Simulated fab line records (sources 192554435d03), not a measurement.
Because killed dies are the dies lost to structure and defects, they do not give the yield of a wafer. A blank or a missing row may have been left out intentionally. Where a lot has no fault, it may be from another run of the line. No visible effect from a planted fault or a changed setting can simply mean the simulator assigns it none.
What tool caused it? ; flow n5Finfet ; 9 lots, 27 wafers sampled, at 4 steps of a route of 1938

## WHAT THE GAUGES READ, wafer by wafer
N5_BEOL_M3_THK_MEAS_01.
lot;measured;on;M3_ILD_THK (nm)
L476;day 7 16:22;filmMetro-01;78.1 79.0 80.4
L479;day 7 21:58;filmMetro-01;78.4 77.5 80.1
L480;day 8 00:33;filmMetro-02;78.7 79.9 81.1
L488;day 10 12:59;filmMetro-01;115.1 79.2 81.2
L490;day 11 00:10;filmMetro-01;114.0 78.9 116.1
L493;day 11 02:01;filmMetro-02;78.6 79.0 80.0
L494;day 11 19:57;filmMetro-01;77.8 78.3 79.5
L496;day 13 07:22;filmMetro-02;79.1 78.3 80.5
L497;day 13 07:28;filmMetro-02;77.3 79.5 79.3

## EACH LOT AND THE TOOL THAT RAN IT (in order: tool; ch and the chambers of the sampled wafers; start)
lot;N5_BEOL_M2_SPUTTER_94;N5_BEOL_M2_SPUTTER_96;N5_BEOL_M3_ILD_DEP_00
L476;pvdSputter-02, day 7 14:53;pvdSputter-02, day 7 15:07;pecvd-01 ch 0,1,2, day 7 16:17
L479;pvdSputter-01, day 7 20:35;pvdSputter-01, day 7 20:48;pecvd-04 ch 0,1, day 7 21:55
L480;pvdSputter-01, day 7 23:06;pvdSputter-01, day 7 23:19;pecvd-01 ch 0,1,2, day 8 00:29
L488;pvdSputter-02, day 10 11:32;pvdSputter-02, day 10 11:46;pecvd-04 ch 1,2, day 10 12:55
L490;pvdSputter-03, day 10 22:43;pvdSputter-03, day 10 22:56;pecvd-04 ch 0,2, day 11 00:06
L493;pvdSputter-03, day 11 00:34;pvdSputter-03, day 11 00:47;pecvd-02 ch 0,1, day 11 01:58
L494;pvdSputter-02, day 11 18:31;pvdSputter-02, day 11 18:44;pecvd-02 ch 0,1,2, day 11 19:53
L496;pvdSputter-03, day 13 05:46;pvdSputter-03, day 13 05:59;pecvd-02 ch 0,1, day 13 07:18
L497;pvdSputter-01, day 13 05:53;pvdSputter-01, day 13 06:07;pecvd-02 ch 0,1,2, day 13 07:24
- N5_BEOL_M2_SPUTTER_94: material Cu, target thk 4.5 nm, time 8.29 s.
- N5_BEOL_M2_SPUTTER_96: material Cu, target thk 4.5 nm, time 8.29 s.
- N5_BEOL_M3_ILD_DEP_00: deposits SiOC from DEMS/O2, target thk 79 nm, time 15.3 s.

## THE ANSWER, worked out from the rows above alone
Rule: what is usual is taken from the lots themselves. The widest of any qualifying gaps counts: lots, ordered by their means at a reading, are off when they make up no more than a third of the lots, leave a main group of 4 or more, and stand apart from it by 3 or more times the standard deviation of that group's means. If all means in a main group match to the digits the tables above print for the reading, that group is not used. Also off: a lot with no number at a reading for which 4 or more lots have one. All remaining lots with rows at the step are treated as sound.
Off: at N5_BEOL_M3_THK_MEAS_01 (M3_ILD_THK), L488, L490. The main group: mean 79.1 nm, standard deviation 0.44.
If a tool, at a process step before that reading, ran all the lots that are off and no sound lot after the first of them, it fits. Those tools and the gauges at N5_BEOL_M3_THK_MEAS_01 are tried in the same way. One candidate fits, namely pecvd-04 at N5_BEOL_M3_ILD_DEP_00. A fault onset in the window from L479 (day 7 21:55, its last sound lot) to L488 (day 10 12:55, its first lot off) fits.

## WHAT WAS PUT IN BY THE SIMULATOR
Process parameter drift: pecvd-04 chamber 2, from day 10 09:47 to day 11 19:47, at N5_BEOL_M3_ILD_DEP_00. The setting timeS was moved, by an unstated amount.
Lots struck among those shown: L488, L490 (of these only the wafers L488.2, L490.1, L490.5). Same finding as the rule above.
